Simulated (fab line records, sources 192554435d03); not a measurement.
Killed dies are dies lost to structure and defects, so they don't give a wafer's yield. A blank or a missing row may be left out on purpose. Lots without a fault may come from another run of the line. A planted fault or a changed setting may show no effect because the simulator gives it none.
Which tool did it? | flow n5_finfet | 24 lots, 72 wafers sampled, at 5 steps of a route of 1938

WHAT THE GAUGES READ, wafer by wafer
N5_WELL_APT_OVL_MEAS_26. Usual: PWELL_OVL 4 nm, standard deviation 4.6.
lot  | measured    | on         | PWELL_OVL (nm) | flag
L074 | day 1 15:05 | overlay-01 | 0 3 4          |
L075 | day 1 20:52 | overlay-02 | -3 -2 11       |
L076 | day 2 03:19 | overlay-01 | 10 12 4        |
L077 | day 2 08:50 | overlay-02 | 8 5 10         |
L078 | day 2 15:00 | overlay-02 | -1 1 -2        |
L079 | day 2 20:58 | overlay-02 | 2 1 3          |
L080 | day 3 03:26 | overlay-01 | 10 0 6         |
L081 | day 3 08:58 | overlay-01 | -2 0 5         |
L082 | day 3 14:50 | overlay-02 | -5 0 1         |
L083 | day 3 20:55 | overlay-01 | 7 6 9          |
L084 | day 4 03:08 | overlay-01 | 4 -4 -1        |
L085 | day 4 08:44 | overlay-01 | 5 1 -2         |
L086 | day 4 15:02 | overlay-02 | 1 -1 8         |
L087 | day 4 21:32 | overlay-02 | -6 7 0         |
L088 | day 5 03:16 | overlay-02 | 5 10 2         |
L089 | day 5 09:24 | overlay-02 | 3 8 3          |
L090 | day 5 15:13 | overlay-02 | 15 6 10        |
L091 | day 5 20:58 | overlay-01 | 6 -3 8         |
L092 | day 6 03:05 | overlay-01 | 4 8 8          |
L093 | day 6 08:58 | overlay-02 | 8 4 8          |
L094 | day 6 14:53 | overlay-01 | 5 7 2          |
L095 | day 6 21:04 | overlay-02 | 3 1 2          |
L096 | day 7 02:58 | overlay-02 | -4 1 3         |
L097 | day 7 10:40 | overlay-02 | 0 3 3          |

N5_FIN_SAQP_OCD_MEAS_76. Usual: trench_depth_nm 119.7 nm, standard deviation 1.6.
lot  | measured    | on     | trench_depth_nm (nm) | flag
L074 | day 2 02:53 | ocd-02 | 118.6 118.5 121.3    |
L075 | day 2 07:55 | ocd-01 | 119.3 119.3 121.2    |
L076 | day 2 14:28 | ocd-02 | 119.9 118.8 122.1    |
L077 | day 2 20:16 | ocd-01 | 119.8 118.9 120.4    |
L078 | day 3 02:46 | ocd-01 | 117.7 118.5 120.3    |
L079 | day 3 08:57 | ocd-01 | 118.1 116.0 117.0    |
L080 | day 3 14:34 | ocd-01 | 119.9 120.9 122.2    |
L081 | day 3 20:47 | ocd-02 | 122.6 121.7 119.7    |
L082 | day 4 03:01 | ocd-02 | 120.8 121.3 121.3    |
L083 | day 4 09:59 | ocd-01 | 122.8 120.0 123.5    |
L084 | day 4 17:13 | ocd-01 | 118.0 120.2 119.9    |
L085 | day 4 21:37 | ocd-02 | 118.9 120.5 118.9    |
L086 | day 5 05:32 | ocd-01 | 122.2 119.5 117.6    |
L087 | day 5 12:57 | ocd-02 | 119.9 119.1 117.9    |
L088 | day 5 15:32 | ocd-02 | 118.0 117.9 119.2    |
L089 | day 5 23:10 | ocd-02 | 119.2 119.1 118.1    |
L090 | day 6 02:28 | ocd-02 | 118.7 118.0 120.1    |
L091 | day 6 10:08 | ocd-02 | 119.4 117.4 119.1    |
L092 | day 6 16:19 | ocd-02 | 121.8 118.6 119.2    |
L093 | day 6 21:10 | ocd-02 | 118.9 119.6 117.7    |
L094 | day 7 04:05 | ocd-01 | 122.9 122.8 119.4    |
L095 | day 7 09:56 | ocd-01 | 121.3 124.7 118.6    |
L096 | day 7 17:14 | ocd-02 | 120.0 122.6 121.2    |
L097 | day 7 23:17 | ocd-02 | 119.5 119.6 120.9    |

WHICH TOOL RAN EACH LOT (tool, then ch and the chambers of the sampled wafers, then the start)
lot  | N5_PMOS_HMC_CHANNEL_EPI_EPI_26 | N5_FIN_SAQP_STRIP_55              | N5_FIN_SAQP_MANDREL1_REMOVE_56
L074 | epi_rpcvd-04 ch 0, day 1 20:08 | rie_diel-05 ch 0,1,3, day 1 22:16 | rie_si-01 ch 1,3, day 2 00:38
L075 | epi_rpcvd-02 ch 0, day 2 01:35 | rie_diel-05 ch 0,1,3, day 2 04:03 | rie_si-01 ch 0,2, day 2 05:42
L076 | epi_rpcvd-02 ch 0, day 2 08:22 | rie_diel-02 ch 1,2, day 2 10:26   | rie_si-01 ch 0,2,3, day 2 12:10
L077 | epi_rpcvd-04 ch 0, day 2 14:10 | rie_diel-02 ch 0,1,2, day 2 16:07 | rie_si-01 ch 0,2,3, day 2 17:49
L078 | epi_rpcvd-02 ch 0, day 2 19:55 | rie_diel-03 ch 0,3, day 2 22:55   | rie_si-01 ch 2,3, day 3 00:26
L079 | epi_rpcvd-01 ch 0, day 3 02:58 | rie_diel-03 ch 1,2,3, day 3 04:58 | rie_si-01 ch 0,1,3, day 3 06:33
L080 | epi_rpcvd-04 ch 0, day 3 08:36 | rie_diel-03 ch 0,1, day 3 10:46   | rie_si-04 ch 0,1,2, day 3 12:19
L081 | epi_rpcvd-02 ch 0, day 3 13:47 | rie_diel-03 ch 2,3, day 3 16:22   | rie_si-04 ch 1,3, day 3 18:23
L082 | epi_rpcvd-04 ch 0, day 3 21:08 | rie_diel-03 ch 1,2,3, day 3 23:10 | rie_si-01 ch 0,3, day 4 00:48
L083 | epi_rpcvd-02 ch 0, day 4 03:13 | rie_diel-05 ch 1,2,3, day 4 05:43 | rie_si-03 ch 0,1, day 4 07:22
L084 | epi_rpcvd-01 ch 0, day 4 09:34 | rie_diel-03 ch 0,1,2, day 4 11:55 | rie_si-03 ch 1,2,3, day 4 14:40
L085 | epi_rpcvd-02 ch 0, day 4 14:26 | rie_diel-05 ch 0,1,3, day 4 16:54 | rie_si-04 ch 1,2, day 4 18:39
L086 | epi_rpcvd-04 ch 0, day 4 20:18 | rie_diel-05 ch 0,1, day 4 23:05   | rie_si-03 ch 0,2, day 5 00:57
L087 | epi_rpcvd-04 ch 0, day 5 02:32 | rie_diel-02 ch 0,1,3, day 5 06:48 | rie_si-04 ch 0,1, day 5 08:20
L088 | epi_rpcvd-04 ch 0, day 5 08:19 | rie_diel-02 ch 0,1, day 5 11:13   | rie_si-03 ch 0,2,3, day 5 13:07
L089 | epi_rpcvd-04 ch 0, day 5 15:06 | rie_diel-05 ch 0,1,3, day 5 18:20 | rie_si-03 ch 1,2, day 5 20:07
L090 | epi_rpcvd-02 ch 0, day 5 20:15 | rie_diel-05 ch 1,3, day 5 22:38   | rie_si-04 ch 0,3, day 6 00:11
L091 | epi_rpcvd-02 ch 0, day 6 01:56 | rie_diel-03 ch 0,2,3, day 6 04:38 | rie_si-04 ch 0,1,3, day 6 07:26
L092 | epi_rpcvd-04 ch 0, day 6 08:44 | rie_diel-03 ch 0,1,2, day 6 12:13 | rie_si-01 ch 1,2,3, day 6 13:50
L093 | epi_rpcvd-02 ch 0, day 6 14:02 | rie_diel-03 ch 1,2,3, day 6 16:56 | rie_si-04 ch 0,1,2, day 6 18:43
L094 | epi_rpcvd-04 ch 0, day 6 21:17 | rie_diel-05 ch 0,3, day 6 23:31   | rie_si-04 ch 2,3, day 7 01:22
L095 | epi_rpcvd-02 ch 0, day 7 02:07 | rie_diel-03 ch 1,2,3, day 7 04:55 | rie_si-03 ch 0,1,2, day 7 07:40
L096 | epi_rpcvd-02 ch 0, day 7 10:41 | rie_diel-03 ch 1,3, day 7 13:11   | rie_si-03 ch 0,2,3, day 7 14:42
L097 | epi_rpcvd-02 ch 0, day 7 16:14 | rie_diel-02 ch 0,1, day 7 18:39   | rie_si-04 ch 2,3, day 7 20:46
- N5_PMOS_HMC_CHANNEL_EPI_EPI_26: deposits Si from SiH4/H2, target thk 3.8 nm, time 22.7 s.
- N5_FIN_SAQP_STRIP_55: strips in N2/H2.
- N5_FIN_SAQP_MANDREL1_REMOVE_56: chemistry HBr/Cl2/O2, target a-Si, stops on SiNx, bt time 10 s.

WHAT THE TOOLS THEMSELVES READ (means of the sampled wafers that have a number; where no wafer has one, the mark that the record gives instead)
N5_PMOS_HMC_CHANNEL_EPI_EPI_26. Usual: throttle_valve_pct 11.2 %, standard deviation 0.33.
lot  | tool         | throttle_valve_pct (%) | flag
L074 | epi_rpcvd-04 | 10.8                   |
L075 | epi_rpcvd-02 | 11.4                   |
L076 | epi_rpcvd-02 | 11.4                   |
L077 | epi_rpcvd-04 | 10.8                   |
L078 | epi_rpcvd-02 | 11.4                   |
L079 | epi_rpcvd-01 | 11.8                   |
L080 | epi_rpcvd-04 | 11.0                   |
L081 | epi_rpcvd-02 | 11.4                   |
L082 | epi_rpcvd-04 | 10.9                   |
L083 | epi_rpcvd-02 | 11.3                   |
L084 | epi_rpcvd-01 | 11.9                   |
L085 | epi_rpcvd-02 | 11.2                   |
L086 | epi_rpcvd-04 | 11.0                   |
L087 | epi_rpcvd-04 | 10.8                   |
L088 | epi_rpcvd-04 | 10.9                   |
L089 | epi_rpcvd-04 | 10.8                   |
L090 | epi_rpcvd-02 | 11.2                   |
L091 | epi_rpcvd-02 | 11.4                   |
L092 | epi_rpcvd-04 | 10.9                   |
L093 | epi_rpcvd-02 | 11.3                   |
L094 | epi_rpcvd-04 | 11.0                   |
L095 | epi_rpcvd-02 | 11.5                   |
L096 | epi_rpcvd-02 | 11.5                   |
L097 | epi_rpcvd-02 | 11.2                   |

N5_FIN_SAQP_STRIP_55. Usual: drypump_motor_current_A 5.9 A, standard deviation 0.43; oes_product_au 0.74 a.u., standard deviation 0.051; rf_vpp_V 121.9 V, standard deviation 1.6; showerhead_plenum_p_Torr 3.37 Torr, standard deviation 0.1; throttle_valve_pct 18.90 %, standard deviation 0.25.
lot  | tool        | drypump_motor_current_A (A) | oes_product_au (a.u.) | rf_vpp_V (V) | showerhead_plenum_p_Torr (Torr) | throttle_valve_pct (%) | flag
L074 | rie_diel-05 | 5.8                         | 0.73                  | 122.3        | 3.49                            | 19.03                  |
L075 | rie_diel-05 | 5.8                         | 0.74                  | 121.1        | 3.49                            | 19.00                  |
L076 | rie_diel-02 | 5.7                         | 0.75                  | 122.4        | 3.39                            | 19.18                  |
L077 | rie_diel-02 | 5.9                         | 0.76                  | 122.1        | 3.32                            | 18.99                  |
L078 | rie_diel-03 | 6.2                         | 0.72                  | 122.3        | 3.35                            | 18.82                  |
L079 | rie_diel-03 | 6.0                         | 0.76                  | 122.7        | 3.36                            | 18.77                  |
L080 | rie_diel-03 | 6.3                         | 0.76                  | 121.4        | 3.36                            | 18.73                  |
L081 | rie_diel-03 | 5.7                         | 0.72                  | 120.6        | 3.33                            | 18.88                  |
L082 | rie_diel-03 | 5.9                         | 0.75                  | 120.8        | 3.35                            | 18.76                  |
L083 | rie_diel-05 | 5.7                         | 0.71                  | 122.7        | 3.42                            | 19.03                  |
L084 | rie_diel-03 | 6.0                         | 0.73                  | 123.1        | 3.34                            | 18.85                  |
L085 | rie_diel-05 | 5.8                         | 0.72                  | 122.2        | 3.48                            | 19.04                  |
L086 | rie_diel-05 | 5.6                         | 0.72                  | 122.5        | 3.46                            | 18.80                  |
L087 | rie_diel-02 | 5.9                         | 0.80                  | 121.0        | 3.30                            | 18.81                  |
L088 | rie_diel-02 | 6.1                         | 0.76                  | 119.9        | 3.24                            | 18.86                  |
L089 | rie_diel-05 | 5.8                         | 0.71                  | 123.1        | 3.47                            | 19.05                  |
L090 | rie_diel-05 | 5.6                         | 0.71                  | 121.8        | 3.47                            | 19.10                  |
L091 | rie_diel-03 | 5.9                         | 0.69                  | 121.4        | 3.33                            | 18.88                  |
L092 | rie_diel-03 | 6.1                         | 0.71                  | 122.4        | 3.33                            | 18.87                  |
L093 | rie_diel-03 | 5.9                         | 0.73                  | 122.1        | 3.34                            | 18.79                  |
L094 | rie_diel-05 | 6.0                         | 0.71                  | 123.1        | 3.46                            | 19.04                  |
L095 | rie_diel-03 | 5.9                         | 0.73                  | 121.5        | 3.34                            | 18.82                  |
L096 | rie_diel-03 | 6.2                         | 0.76                  | 120.5        | 3.36                            | 18.70                  |
L097 | rie_diel-02 | 5.7                         | 0.74                  | 122.3        | 3.37                            | 18.96                  |

N5_FIN_SAQP_MANDREL1_REMOVE_56. Usual: HBr_flow_sccm 150.0 sccm, standard deviation 0.42; drypump_motor_current_A 5.45 A, standard deviation 0.26; mfc_cl2_sccm 80.00 sccm, standard deviation 0.24; oes_product_au 0.990 a.u., standard deviation 0.018; throttle_valve_pct 36.69 %, standard deviation 0.29.
lot  | tool      | HBr_flow_sccm (sccm) | drypump_motor_current_A (A) | mfc_cl2_sccm (sccm) | oes_product_au (a.u.) | throttle_valve_pct (%) | flag
L074 | rie_si-01 | 149.7                | 5.44                        | 79.87               | 0.993                 | 36.74                  |
L075 | rie_si-01 | 150.5                | 5.75                        | 80.10               | 1.017                 | 36.75                  |
L076 | rie_si-01 | 150.2                | 5.65                        | 79.83               | 1.002                 | 36.59                  |
L077 | rie_si-01 | 149.8                | 5.64                        | 79.95               | 1.007                 | 36.58                  |
L078 | rie_si-01 | 150.0                | 5.52                        | 80.13               | 0.977                 | 36.41                  |
L079 | rie_si-01 | 150.4                | 5.55                        | 80.20               | 0.984                 | 36.71                  |
L080 | rie_si-04 | 149.8                | 5.25                        | 80.33               | 0.986                 | 36.69                  |
L081 | rie_si-04 | 150.6                | 5.37                        | 79.94               | 0.995                 | 36.95                  |
L082 | rie_si-01 | 150.2                | 5.52                        | 80.00               | 0.973                 | 36.53                  |
L083 | rie_si-03 | 149.2                | 5.71                        | 80.02               | 0.994                 | 36.90                  |
L084 | rie_si-03 | 150.2                | 5.28                        | 79.84               | 0.978                 | 36.43                  |
L085 | rie_si-04 | 150.2                | 5.29                        | 80.02               | 0.986                 | 36.72                  |
L086 | rie_si-03 | 150.3                | 5.83                        | 79.90               | 0.983                 | 36.72                  |
L087 | rie_si-04 | 150.2                | 5.21                        | 80.00               | 0.981                 | 36.63                  |
L088 | rie_si-03 | 150.1                | 5.54                        | 80.05               | 0.989                 | 36.64                  |
L089 | rie_si-03 | 150.1                | 5.31                        | 79.77               | 0.985                 | 36.33                  |
L090 | rie_si-04 | 150.1                | 5.40                        | 79.93               | 0.984                 | 36.80                  |
L091 | rie_si-04 | 149.8                | 5.33                        | 80.12               | 0.983                 | 36.80                  |
L092 | rie_si-01 | 149.6                | 5.55                        | 79.97               | 0.991                 | 36.60                  |
L093 | rie_si-04 | 150.0                | 5.24                        | 80.11               | 0.983                 | 36.68                  |
L094 | rie_si-04 | 150.0                | 5.36                        | 80.37               | 0.990                 | 36.73                  |
L095 | rie_si-03 | 149.6                | 5.54                        | 80.09               | 0.994                 | 36.51                  |
L096 | rie_si-03 | 150.1                | 5.55                        | 79.89               | 0.985                 | 36.62                  |
L097 | rie_si-04 | 150.3                | 5.43                        | 79.97               | 0.993                 | 36.86                  |

THE ANSWER, worked out from the rows above alone
Rule: a lot is off if the mean of its wafers that have a number lies more than 3 standard deviations from the usual mean. A lot without any number at a reading at which 4 lots or more have one is off too. The other lots that the step has rows for count as sound. The gauges are gone through in route order, then the tools' own readings, and for those a lot's mean is taken as printed above. The first step at which some lot is off is used, and at that step the reading that is off furthest; a lot without a number counts as furthest.
No lot is off at any reading shown: from this, nothing can be told.

WHAT THE SIMULATOR HAD PUT IN
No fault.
